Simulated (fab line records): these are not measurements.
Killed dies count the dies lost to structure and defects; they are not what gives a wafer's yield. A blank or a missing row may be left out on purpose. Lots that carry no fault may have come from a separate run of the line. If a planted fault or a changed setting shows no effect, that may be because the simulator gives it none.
fab line records	flow n5Finfet
[record] lots = 6	wafers = 14	lastDay = 18
route steps=1938 shown BEOL_M10@1500
lots that met no fault: taken from a fault-free run of the same line
startH: the number of hours between the record's first day and the start of the first shown wafer of the lot	waitH: time in hours since the lot's previous step	" identical to the entry in the row above	L1.1+2: a single row standing in for several wafers	- either no value or no given start	* or withheld: withheld	< > ~ a bound
route shown NAME@n: names a module that has steps shown in the file, with the first one's number in the route	usual: mean and standard deviation over wafers with no fault	same: alike in all rows	chamber/n: place in a boat	sites: per-site readings	_std_site: the standard deviation of these	_edge_site: the outer-site mean with the inner-site mean subtracted	radiusMm: for every site, how far away it sits from the centre of the wafer	mask NAME#n: copy n	behind: the most recent tool/chamber to have shaped the wafer	hold: reason for holding the lot/hours on hold/outcome of the hold	device: transistor that didn't switch, given as n, p or np	end of line: the route-end tests of the same wafers	a step with no rows: only its recipe	killed: the dies lost at the first sort to structure and to defects; this is not the yield of the wafer	map: shows each die of a wafer: x if killed, . if not, _ if none is there
set.NAME: setting as actually run; set.NAME@STEP: the setting as run at that earlier step	model.NAME: the simulator's own value behind a step, which no gauge read
a table for each step, a row for each wafer; lots at some steps of the route
services: a tool's chamber out of use, with start hour (startH, from the record's first day; less than 0 if before it), hours out, and reason
[[steps]]
[step N5_BEOL_M10_PEB_26]
[recipe] pebTempC = withheld	pebTimeS = 60	resist = CAR-ArF
[step N5_BEOL_M10_DEVELOP_27]
[recipe] developTimeS = 30	developer = TMAH	resist = CAR-ArF	rinseLiquid = diw	dry = airSpin	devTempC = 23
[step N5_BEOL_M10_CD_MEAS_28]
[recipe] targetCdNm = 70	landingEnergyEv = 500	detector = seInlens	polarity = opening
[usual] cdNm = 70.1/0.95
lot.wafer	tool	chamber	startH	waitH	cdNm
L667.1	cdSem-02	0	224.46	-	69.3
L667.2	"	0	"	"	70.2
L667.3	"	0	"	"	70.3
L670.3	cdSem-01	0	235.55	-	69.2
L670.4	"	0	"	"	68.5
L670.6	"	0	"	"	70.8
L672.1	cdSem-01	0	268.56	-	69.0
L672.2	"	0	"	"	70.6
L672.6	"	0	"	"	70.0
L686.3	cdSem-01	0	349.30	-	70.2
L687.2	cdSem-01	0	358.53	-	68.8
L688.1	cdSem-02	0	372.43	-	71.3
L688.5	"	0	"	"	70.8
L688.6	"	0	"	"	70.3
[step N5_BEOL_M10_OVL_MEAS_29]
[recipe] pointsPerWafer = 44
[usual] V9_OVL = -0.2/0.6
lot.wafer	tool	chamber	startH	waitH	V9_OVL[nm]
L667.1	overlay-01	0	224.49	0.0	-0.6
L667.2	"	0	"	"	-1.0
L667.3	"	0	"	"	-0.7
L670.3	overlay-01	0	235.58	0.0	-1.6
L670.4	"	0	"	"	-0.1
L670.6	"	0	"	"	0.0
L672.1	overlay-02	0	268.59	0.0	-1.4
L672.2	"	0	"	"	0.4
L672.6	"	0	"	"	-1.1
L686.3	overlay-02	0	349.33	0.0	-0.4
L687.2	overlay-02	0	358.56	0.0	1.0
L688.1	overlay-02	0	372.46	0.0	-0.2
L688.5	"	0	"	"	-1.4
L688.6	"	0	"	"	-0.7
[step N5_BEOL_M10_INSPECT_30]
[recipe] mode = adi	inspectInstrument = brightfield
[usual] rawDefectCount = 371/83
lot.wafer	tool	chamber	startH	waitH	rawDefectCount
L667.1	defectInspect-01	-	224.51	0.0	397
L667.2	"	-	"	"	315
L667.3	"	-	"	"	259
L670.3	defectInspect-01	-	235.60	0.0	376
L670.4	"	-	"	"	341
L670.6	"	-	"	"	515
L672.1	defectInspect-02	-	268.62	0.0	499
L672.2	"	-	"	"	263
L672.6	"	-	"	"	342
L686.3	defectInspect-02	-	349.35	0.0	652
L687.2	defectInspect-01	-	358.58	0.0	420
L688.1	defectInspect-01	-	372.48	0.0	409
L688.5	"	-	"	"	304
L688.6	"	-	"	"	332
[step N5_BEOL_M10_DESCUM_33]
[recipe] chemistry = O2	timeS = 7.9	sourcePowerW = 50	biasPowerW = 20	pressureMtorr = 20	rfFrequencyHz = 2.712e+07	tempC = 40	resist = CAR-ArF	o2FlowSccm = 225
[step N5_BEOL_M10_ETCH_65]
[recipe] chemistry = CF4	target = SiARC	targetDepthA = 390	maskMaterial = CAR-ArF	timeS = 65	ionEnergyEv = 80	pressureMtorr = 40	sourceW = 545	biasW = 36	Ar_flow_sccm = 100	cf4FlowSccm = 100	ends = cleared
[step N5_BEOL_M10_ETCH_66]
[recipe] chemistry = N2/H2	target = SOC	targetDepthA = 1200	overetchA = 240	maskMaterial = SiARC	tempC = 40	timeS = 180	ionEnergyEv = 200	pressureMtorr = 30	sourceW = 840	biasW = 150	n2FlowSccm = 200	h2FlowSccm = 200
[usual] drypumpMotorCurrentA = 5.6/0.55	oesProductAu = 0.63/0.041	rfFwdPowerW = 836.9/2.6	rfVppV = 522.9/2.2	showerheadPlenumPTorr = 2.51/0.072	tempC = 40.00/0.12	throttleValvePct = 17.88/0.24
lot.wafer	tool	chamber	startH	waitH	drypumpMotorCurrentA	oesProductAu	rfFwdPowerW	rfHoursCounterH	rfVppV	showerheadPlenumPTorr	tempC	throttleValvePct
L667.1	rieDiel-06	2	224.82	0.0	5.4	0.66	836.9	110	521.7	2.45	39.86	17.68
L667.2	"	3	"	"	6.6	0.64	839.2	107	523.1	2.57	40.00	18.08
L667.3	"	1	"	"	4.9	0.60	837.7	178	521.2	2.41	40.07	17.87
L670.3	rieDiel-06	2	235.90	0.0	5.4	0.66	842.2	115	521.0	2.45	40.07	17.67
L670.4	"	0	"	"	6.3	0.69	837.2	55	522.2	2.47	40.16	17.79
L670.6	"	2	"	"	5.5	0.65	836.7	-	520.5	2.45	40.20	17.67
L672.1	rieDiel-02	2	268.74	0.0	5.1	0.70	836.3	60	521.3	2.48	40.06	18.13
L672.2	"	3	"	"	5.4	0.60	836.2	176	526.5	2.64	39.96	17.86
L672.6	"	1	"	"	5.0	0.66	835.3	-	521.1	2.47	40.05	17.90
L686.3	rieDiel-02	0	349.47	0.0	5.4	0.55	828.2	215	523.4	2.51	39.86	18.12
L687.2	rieDiel-02	0	358.71	0.0	5.4	0.56	835.4	219	523.9	2.51	40.04	18.13
L688.1	rieDiel-06	0	372.60	0.0	6.2	0.64	835.8	102	522.6	2.45	39.95	17.86
L688.5	"	0	"	"	6.2	0.64	834.1	-	521.2	2.45	39.99	17.87
L688.6	"	3	"	"	6.6	0.60	839.7	-	525.3	2.55	40.03	18.17
[step N5_BEOL_M10_STRIP_69]
[recipe] chemistry = N2/H2	tempC = 40	n2FlowSccm = 200	h2FlowSccm = 200	rfFrequencyHz = 6e+07
[step N5_BEOL_M10_VIA_ETCH_34]
[recipe] chemistry = C4F6/O2	target = SiCOH_lowk	targetDepthA = 1845	maskMaterial = SOC	taperDeg = 4	timeS = 69.2	ionEnergyEv = 250	pressureMtorr = 30	sourceW = 345	biasW = 185	Ar_flow_sccm = 300	C4F6_flow_sccm = 10	O2_flow_sccm = 10
[step N5_BEOL_M10_STRIP_73]
[recipe] chemistry = C4F6/O2	resist = SiARC	rfFrequencyHz = 6e+07
[step N5_BEOL_M10_STRIP_36]
[recipe] chemistry = N2/H2	powerW = 450	tempC = 40	pressureMtorr = 20	rfFrequencyHz = 6e+07	overashFraction = 0.3	biasPowerW = 7	h2Frac = 0.5	n2FlowSccm = 200	h2FlowSccm = 200
[usual] drypumpMotorCurrentA = 5.6/0.54	oesProductAu = 0.77/0.051	rfVppV = 59.0/2	showerheadPlenumPTorr = 2.50/0.072	tempC = 40.02/0.11	throttleValvePct = 23.7/0.36
lot.wafer	tool	chamber	startH	waitH	drypumpMotorCurrentA	oesProductAu	rfHoursCounterH	rfVppV	showerheadPlenumPTorr	tempC	throttleValvePct
L667.1	rieDiel-06	2	225.00	0.0	5.4	0.78	110	58.0	2.44	40.19	23.3
L667.2	"	3	"	"	6.6	0.78	107	61.4	2.57	40.16	24.1
L667.3	"	1	"	"	4.8	0.72	178	57.0	2.41	40.02	23.6
L670.3	rieDiel-06	2	236.09	0.0	5.4	0.78	115	58.5	2.44	39.84	23.3
L670.4	"	0	"	"	6.2	0.84	55	57.0	2.47	40.07	23.5
L670.6	"	2	"	"	5.4	0.78	-	57.6	2.44	40.07	23.4
L672.1	rieDiel-02	2	268.92	0.0	5.1	0.84	60	61.9	2.48	40.03	24.3
L672.2	"	3	"	"	5.4	0.75	176	58.6	2.63	40.09	23.5
L672.6	"	1	"	"	5.1	0.81	-	58.6	2.47	39.91	23.7
L686.3	rieDiel-02	0	349.65	0.0	5.4	0.69	215	58.8	2.51	40.01	23.9
L687.2	rieDiel-02	0	358.90	0.0	5.4	0.67	219	57.3	2.51	39.95	23.9
L688.1	rieDiel-06	0	372.79	0.0	6.2	0.78	102	58.5	2.45	40.08	23.6
L688.5	"	0	"	"	6.2	0.79	-	56.9	2.45	39.84	23.6
L688.6	"	3	"	"	6.6	0.73	-	60.7	2.55	40.15	24.2
[step N5_BEOL_M10_TRENCH_ETCH_37]
[recipe] chemistry = C4F6/O2	targetDepthA = 1488.3	target = SiCOH_lowk	timeS = 48	ionEnergyEv = 250	pressureMtorr = 30	sourceW = 345	biasW = 185	Ar_flow_sccm = 300	C4F6_flow_sccm = 10	O2_flow_sccm = 10
[usual] drypumpMotorCurrentA = 5.6/0.55	oes_ar_750_au = 0.77/0.052	oes_f_703_au = 0.77/0.055	oes_o_777_au = 0.77/0.054	oesProductAu = 0.77/0.052	rfFwdPowerW = 341.7/1.4	rfVppV = 663/14	showerheadPlenumPTorr = 2.82/0.071	throttleValvePct = 21.04/0.21
lot.wafer	tool	chamber	startH	waitH	drypumpMotorCurrentA	oes_ar_750_au	oes_f_703_au	oes_o_777_au	oesProductAu	rfFwdPowerW	rfHoursCounterH	rfVppV	showerheadPlenumPTorr	throttleValvePct	model.etch.depthNm	model.BEOL_M10.featureDepthNm
L667.1	rieDiel-06	2	225.04	-	5.4	0.80	0.78	0.78	0.79	344.0	110	666	2.76	20.97	141.4	141.4
L667.2	"	3	"	"	6.6	0.78	0.79	0.79	0.78	342.7	107	668	2.88	21.17	147.8	147.8
L667.3	"	1	"	"	4.8	0.73	0.72	0.74	0.72	341.2	178	688	2.72	21.05	145.4	145.4
L670.3	rieDiel-06	2	236.13	-	5.4	0.80	0.78	0.79	0.78	341.5	115	667	2.76	20.98	142	142
L670.4	"	0	"	"	6.2	0.85	0.84	0.83	0.85	341.6	55	654	2.79	21.13	150.9	151
L670.6	"	2	"	"	5.4	0.79	0.78	0.78	0.78	342.1	-	667	2.76	20.98	142.2	142.2
L672.1	rieDiel-02	2	268.96	-	5.1	0.86	0.89	0.87	0.85	341.7	60	637	2.77	21.14	148.9	149
L672.2	"	3	"	"	5.4	0.74	0.73	0.75	0.74	341.6	176	660	2.94	21.00	145.8	145.8
L672.6	"	1	"	"	5.0	0.82	0.78	0.78	0.80	343.6	-	664	2.80	21.14	143.2	143.2
L686.3	rieDiel-02	0	349.69	-	5.4	0.90	1.19	1.07	0.76	547.6	215	522	2.82	21.25	172.2	172.2
L687.2	rieDiel-02	0	358.94	-	5.4	0.90	1.17	1.08	0.75	549.4	219	522	2.82	21.28	170.7	170.6
L688.1	rieDiel-06	0	372.83	-	6.3	0.79	0.78	0.77	0.79	342.0	102	655	2.77	21.21	145.8	145.8
L688.5	"	0	"	"	6.2	0.79	0.79	0.78	0.79	341.2	-	654	2.77	21.19	145.8	145.8
L688.6	"	3	"	"	6.6	0.75	0.75	0.76	0.73	341.8	-	666	2.86	21.23	147.2	147.2
[step N5_BEOL_M10_ETCH_41]
[recipe] chemistry = CH3F/O2	target = SiCN	targetDepthA = 426	taperDeg = 2	timeS = 86	ionEnergyEv = 120	maskMaterial = TiN	pressureMtorr = 30	sourceW = 395	biasW = 75	Ar_flow_sccm = 150	CH3F_flow_sccm = 30	O2_flow_sccm = 20
[step N5_BEOL_M10_STRIP_77]
[recipe] chemistry = N2/H2	timeS = 10	powerW = 450	tempC = 40	pressureMtorr = 20	rfFrequencyHz = 6e+07	biasPowerW = 7	n2FlowSccm = 200	h2FlowSccm = 200
[step N5_BEOL_M10_OCD_MEAS_38]
[usual] trenchDepthNm = 145.9/2.8
lot.wafer	tool	chamber	startH	waitH	trenchDepthNm
L667.1	ocd-02	-	225.22	-	142.0
L667.2	"	-	"	"	147.6
L667.3	"	-	"	"	145.0
L670.3	ocd-02	-	236.31	-	142.3
L670.4	"	-	"	"	150.3
L670.6	"	-	"	"	142.1
L672.1	ocd-02	-	269.14	-	149.0
L672.2	"	-	"	"	145.7
L672.6	"	-	"	"	143.6
L686.3	ocd-02	-	349.88	-	171.8
L687.2	ocd-02	-	359.12	-	171.0
L688.1	ocd-02	-	373.01	-	146.3
L688.5	"	-	"	"	145.3
L688.6	"	-	"	"	147.1
[step N5_BEOL_M10_HM_STRIP_39]
[recipe] chemistry = peroxideTinStrip	material = TiN	targetDepthA = 250	tempC = 50	timeS = 158
[step N5_BEOL_M10_SRD_40]
[recipe] timeS = 30	tempC = 23	rinseLiquid = diw	dry = ipaMarangoni
[step N5_BEOL_M10_PRECLEAN_42]
[recipe] chemistry = residueRemover	timeS = 60	tempC = 40
[step N5_BEOL_M10_SRD_43]
[recipe] timeS = 30	tempC = 23	rinseLiquid = diw	dry = ipaMarangoni
[step N5_BEOL_M10_CD_MEAS_35]
[recipe] targetCdNm = 70	polarity = opening
[usual] cdNm = 70.1/0.8
lot.wafer	tool	chamber	startH	waitH	cdNm
L667.1	cdSem-02	-	225.38	0.0	70.9
L667.2	"	-	"	"	70.3
L667.3	"	-	"	"	69.4
L670.3	cdSem-01	-	236.47	0.0	69.6
L670.4	"	-	"	"	70.1
L670.6	"	-	"	"	68.9
L672.1	cdSem-03	-	269.30	0.0	70.6
L672.2	"	-	"	"	70.3
L672.6	"	-	"	"	71.0
L686.3	cdSem-03	-	350.03	0.0	70.3
L687.2	cdSem-03	-	359.27	0.0	71.9
L688.1	cdSem-01	-	373.16	0.0	69.4
L688.5	"	-	"	"	68.9
L688.6	"	-	"	"	70.1
[step N5_BEOL_M10_CURE_72]
[recipe] tempC = 370	timeS = 120	ambient = DMADMS/He	material = SiCOH_lowk
[step N5_BEOL_M10_DEGAS_44]
[recipe] ambient = vacuum	tempC = 250	timeS = 60
[usual] heaterPowerW = 340/36
lot.wafer	tool	chamber	startH	waitH	heaterPowerW
L667.1	pvdSputter-03	-	226.06	0.6	362
L667.2	"	-	"	"	298
L667.3	"	-	"	"	315
L670.3	pvdSputter-03	-	237.10	0.4	300
L670.4	"	-	"	"	350
L670.6	"	-	"	"	283
L672.1	pvdSputter-03	-	269.96	0.6	354
L672.2	"	-	"	"	292
L672.6	"	-	"	"	316
L686.3	pvdSputter-01	-	350.41	0.2	379
L687.2	pvdSputter-01	-	360.03	0.6	332
L688.1	pvdSputter-02	-	374.70	1.4	431
L688.5	"	-	"	"	314
L688.6	"	-	"	"	288
[step N5_BEOL_M10_PRE_CLEAN_45]
[recipe] gas = H2/He	timeS = 30	tempC = 250
[usual] heaterPowerW = 340/34
lot.wafer	tool	chamber	startH	waitH	heaterPowerW
L667.1	pvdSputter-03	-	226.10	0.0	355
L667.2	"	-	"	"	295
L667.3	"	-	"	"	319
L670.3	pvdSputter-03	-	237.14	0.0	289
L670.4	"	-	"	"	357
L670.6	"	-	"	"	294
L672.1	pvdSputter-03	-	270.00	0.0	360
L672.2	"	-	"	"	290
L672.6	"	-	"	"	317
L686.3	pvdSputter-01	-	350.45	0.0	382
L687.2	pvdSputter-01	-	360.07	0.0	341
L688.1	pvdSputter-02	-	374.74	0.0	435
L688.5	"	-	"	"	312
L688.6	"	-	"	"	277
[step N5_BEOL_M10_ALD_74]
[recipe] material = TaN	targetThkA = 20	tempC = 275	aldPrecursorFamily = PDMAT	aldCoReactant = NH3	pressureTorr = 3	carrierFlowSccm = 1500	pulseTimeS = 2	purgeTimeS = 3	coReactantPurgeTimeS = 2	coReactantPulseTimeS = 3	aldCycles = 40	precursorVesselTempC = 75	precursorVesselPressureTorr = 26.25	precursorVesselCarrierSccm = 1000
[usual] chamberPressureTorr = 3.000/0.0064	heaterPowerW = 420/36	mfcCarrierSccm = 1500/4.5
lot.wafer	tool	chamber	startH	waitH	chamberPressureTorr	heaterPowerW	mfcCarrierSccm
L667.1	aldMetal-04	0	226.20	0.1	3.002	429	1495
L667.2	"	1	"	"	3.006	399	1506
L667.3	"	2	"	"	2.992	395	1501
L670.3	aldMetal-03	1	237.20	0.0	3.005	494	1505
L670.4	"	0	"	"	2.997	373	1491
L670.6	"	1	"	"	3.006	494	1505
L672.1	aldMetal-02	1	270.07	0.1	2.995	451	1498
L672.2	"	2	"	"	3.002	409	1502
L672.6	"	2	"	"	2.997	418	1497
L686.3	aldMetal-04	1	350.54	0.1	2.995	415	1508
L687.2	aldMetal-02	0	360.15	0.1	3.012	392	1499
L688.1	aldMetal-03	3	374.82	0.1	2.995	447	1495
L688.5	"	1	"	"	3.013	501	1499
L688.6	"	2	"	"	2.998	383	1500
[step N5_BEOL_M10_SURFACE_TREAT_76]
[recipe] gas = Ar	timeS = *	ionEnergyEv = *	ionCurrentMaCm2 = 0.5	pressureMtorr = *	arFlowSccm = 30
[step N5_BEOL_M10_CVD_75]
[recipe] material = Co	targetThkA = 20	tempC = withheld	precursor = CCTBA/H2	pressureTorr = 30	timeS = 138.9
[step N5_BEOL_M10_SPUTTER_48]
[recipe] material = Cu	targetThkA = 120	tempC = -20	biasV = 60	powerW = 26000	chamberPressurePa = 0.13	timeS = 2
[step N5_BEOL_M10_ECD_50]
[recipe] material = Cu	targetThkA = 3180
[step N5_BEOL_M10_ANNEAL_51]
[recipe] tempC = 225	timeS = 90	ambient = N2
[step N5_BEOL_M10_CMP_52]
[recipe] stopOn = SiCOH_lowk	tOverpolishS = 7	downForcePsi = 1	platenRpm = 50	clearingPlatenDownForcePsi = 1.5	clearingPlatenRpm = 50	postCmpClean = cuAlkaline	targetThkNm = 140	clearingPlatenPadVelocityMS = 0.99484	padVelocityMS = 0.99484
[usual] barrierFieldEndpointS = 28.9/0.76	motorCurrentA = 6.1/0.95	overpolishRunS = 6.999/0.0092	slurryFilterDpKPa = 13.49/0.14	timeToEndpointS = 66.5/3
[same] tOverpolishS = 7
lot.wafer	tool	chamber	startH	waitH	barrierFieldEndpointS	motorCurrentA	overpolishRunS	slurryFilterDpKPa	timeToEndpointS	model.Cu_of_BEOL_M10_ECD_50.thkNm
L667.2	cmp-02	1	227.60	0.2	28.6	5.8	7.010	13.39	66.3	138.4
L667.1	"	2	"	"	29.2	5.9	6.984	13.60	69.3	132.8
L667.3	"	3	"	"	29.2	5.5	6.990	13.44	63.5	135.8
L670.4	cmp-03	3	238.95	0.1	29.0	6.4	7.003	13.31	62.3	140.8
L670.3	"	0	"	"	28.2	5.4	6.995	13.56	62.6	134.2
L670.6	"	3	"	"	29.0	6.7	7.006	13.56	61.7	132.2
L672.2	cmp-01	0	271.54	0.2	28.6	6.4	7.002	13.35	65.8	136.2
L672.1	"	1	"	"	29.7	7.2	7.005	13.76	74.2	141.2
L672.6	"	1	"	"	30.1	7.5	7.001	13.68	68.1	134.6
L686.3	cmp-02	1	351.70	0.3	29.1	6.4	6.994	13.50	69.4	163
L687.2	cmp-02	3	361.66	0.2	28.8	5.5	7.016	13.75	66.1	163.4
L688.1	cmp-03	2	375.87	0.3	28.5	4.6	6.992	13.58	68.1	137.2
L688.6	"	2	"	"	29.6	4.3	6.992	13.25	69.1	140.2
L688.5	"	3	"	"	27.5	6.3	7.010	13.55	66.7	136.4
[step N5_BEOL_M10_THK_MEAS_53]
[recipe] thkMeasGauge = xrf	reads = Cu_of_BEOL_M10_ECD_50
[usual] M10_THK = 140/3.4
lot.wafer	tool	chamber	startH	waitH	M10_THK[nm]
L667.1	filmMetro-02	-	227.90	-	136
L667.2	"	-	"	"	141
L667.3	"	-	"	"	138
L670.3	filmMetro-02	-	239.24	-	138
L670.4	"	-	"	"	144
L670.6	"	-	"	"	135
L672.1	filmMetro-01	-	271.83	-	141
L672.2	"	-	"	"	136
L672.6	"	-	"	"	134
L686.3	filmMetro-01	-	351.92	-	164
L687.2	filmMetro-02	-	361.95	-	168
L688.1	filmMetro-01	-	376.16	-	139
L688.5	"	-	"	"	138
L688.6	"	-	"	"	142
[step N5_BEOL_M10_PRE_CLEAN_55]
[recipe] gas = NH3	timeS = 15	tempC = withheld	rfPowerW = 300
[step N5_BEOL_M10_DEP_56]
[recipe] material = SiCN	targetThkA = 150	tempC = withheld	precursor = 3MS/NH3	pressureTorr = 3	rfW = 202	timeS = 26.5
[step N5_BEOL_M10_RS_MEAS_57]
[recipe] thkMeasGauge = four-point-probe	reads = Cu_of_BEOL_M10_ECD_50+Co_of_BEOL_M10_CVD_75+TaN_of_BEOL_M10_ALD_74
[usual] M10_RS = 0.154/0.0037
lot.wafer	tool	chamber	startH	waitH	M10_RS[ohm/sq]
L667.1	filmMetro-01	-	228.06	0.1	0.160
L667.2	"	-	"	"	0.153
L667.3	"	-	"	"	0.156
L670.3	filmMetro-01	-	239.38	0.1	0.158
L670.4	"	-	"	"	0.150
L670.6	"	-	"	"	0.161
L672.1	filmMetro-02	-	271.97	0.1	0.150
L672.2	"	-	"	"	0.156
L672.6	"	-	"	"	0.157
L686.3	filmMetro-02	-	352.06	0.1	0.128
L687.2	filmMetro-02	-	362.12	0.1	0.128
L688.1	filmMetro-02	-	376.30	0.1	0.154
L688.5	"	-	"	"	0.155
L688.6	"	-	"	"	0.151
[step N5_BEOL_M10_INSPECT_58]
[recipe] inspectInstrument = darkfield	mode = postDep
[usual] rawDefectCount = 63/21
lot.wafer	tool	chamber	startH	waitH	rawDefectCount
L667.1	defectInspect-02	-	228.09	0.0	57
L667.2	"	-	"	"	97
L667.3	"	-	"	"	62
L670.3	defectInspect-02	-	239.41	0.0	88
L670.4	"	-	"	"	93
L670.6	"	-	"	"	77
L672.1	defectInspect-01	-	272.00	0.0	43
L672.2	"	-	"	"	39
L672.6	"	-	"	"	80
L686.3	defectInspect-02	-	352.08	0.0	101
L687.2	defectInspect-02	-	362.15	0.0	58
L688.1	defectInspect-02	-	376.32	0.0	64
L688.5	"	-	"	"	72
L688.6	"	-	"	"	77
[[services]]
tool	chamber	startH	hours	kind
cmp-01	-	203.68	4.0	pm
cmp-03	-	217.35	4.0	repair
aldMetal-02	1	219.92	10.1	repair
aldMetal-02	-	224.23	4.3	pm
cmp-03	-	227.05	4.2	repair
cmp-02	-	236.73	2.3	repair
rieDiel-06	3	237.05	5.0	repair
aldMetal-03	1	258.07	3.2	repair
cmp-02	-	263.21	4.0	pm
aldMetal-04	-	263.89	0.7	repair
cmp-02	-	267.21	-	consumableReplace:conditioner
cmp-02	-	267.21	-	consumableReplace:pad
aldMetal-03	-	274.25	28.1	pm
pvdSputter-02	-	288.76	8.9	repair
cmp-03	-	297.84	1.4	repair
cmp-01	-	302.21	1.4	repair
aldMetal-03	0	310.59	2.4	repair
pvdSputter-01	-	326.48	1.0	repair
cmp-03	-	329.41	1.3	repair
rieDiel-02	3	335.50	4.8	repair
aldMetal-02	-	337.43	14.0	pm
rieDiel-06	2	362.62	4.0	repair
pvdSputter-01	-	367.91	3.0	repair
cmp-03	-	368.18	1.9	repair
[[key]]
[firstSign] step = N5_BEOL_M10_TRENCH_ETCH_37	reading = rfFwdPowerW	direction = up	sigmas = 99+	usual = *	struck = *
[effect] step = N5_BEOL_M10_TRENCH_ETCH_37	reading = rfVppV	direction = down	sigmas = 10	usual = 663	struck = 522
[effect] step = N5_BEOL_M10_OCD_MEAS_38	reading = trenchDepthNm	direction = up	sigmas = 9.2	usual = 145.9	struck = 171.4
[effect] step = N5_BEOL_M10_THK_MEAS_53	reading = M10_THK	direction = up	sigmas = 7.8	usual = 140	struck = 166
[effect] step = N5_BEOL_M10_RS_MEAS_57	reading = M10_RS	direction = down	sigmas = 7.2	usual = 0.154	struck = 0.128
[modelEffect] step = N5_BEOL_M10_TRENCH_ETCH_37	value = etch.depthNm	without = 142.8	struck = 171.5
[modelEffect] step = N5_BEOL_M10_CMP_52	value = Cu_of_BEOL_M10_ECD_50.thkNm	without = 134.5	struck = 163.2
metAt N5_BEOL_M10_TRENCH_ETCH_37
struckWafers L686.3,L687.2
rowsEnd L686.3
[earlierFault] kind = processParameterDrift	tool = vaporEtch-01	chamber = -	onsetH = 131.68	steps = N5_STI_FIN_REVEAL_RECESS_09	channel = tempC	offset = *	shape = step	actsIn = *	stated = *
[fault] kind = processParameterDrift	tool = rieDiel-02	chamber = 0	onsetH = 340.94	steps = N5_BEOL_M10_TRENCH_ETCH_37	channel = sourceW	offset = 207	shape = step	actsIn = theseRecipesOnly	stated = 345
// rowsEnd: these wafers met a further fault down the route, and their rows from its step on are left out
